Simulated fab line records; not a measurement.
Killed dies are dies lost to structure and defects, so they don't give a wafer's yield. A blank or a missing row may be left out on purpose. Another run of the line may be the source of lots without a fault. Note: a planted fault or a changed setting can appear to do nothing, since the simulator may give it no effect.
Chamber matching ; flow nand-harc ; NHARC_A_WL_FILL_ALD_02 on ald-metal-03 has 4 sister chambers
The step deposits TiN, target thk 2 nm, pulse time 3 s, ald cycles 100. 4 wafers are shown with their chamber, then 7 later ones without.

== WAFERS, EACH WITH ITS CHAMBER ==
wafer;chamber;heater-power-outer-w (W)
L086.1;1;885
L086.5;2;948
L089.2;0;648
L089.4;3;663

== WAFERS WHOSE CHAMBER IS MISSING ==
wafer;heater-power-outer-w (W)
L089.5;998
L090.2;662
L090.5;660
L090.6;626
L094.1;646
L094.3;985
L094.6;664

== WHICH CHAMBER EACH WENT THROUGH ==
wafer;from the rows above;in truth
L089.5;2;2
L090.2;can't be placed: 3 or 0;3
L090.5;can't be placed: 3 or 0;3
L090.6;can't be placed: 0 or 3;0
L094.1;can't be placed: 0 or 3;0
L094.3;2;2
L094.6;can't be placed: 3 or 0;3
Correct placement for 2 of the 7. Cannot be placed on the basis of these rows: 5; the candidates contain the true chamber in 5. Wrongly placed: 0.
How it was worked out, from the rows above alone: a wafer's distance from a chamber is the root of the sum, over the readings, of the square of ((its reading less the chamber's mean) divided by the reading's scatter). The wafer belongs to the nearest chamber; if the next one is less than 2 further off, it can't be placed. A chamber's mean is the mean of its shown wafers. The scatter (one wafer shown for each chamber): square how far every hidden wafer sits from the nearest shown wafer, average those squares and take the square root.
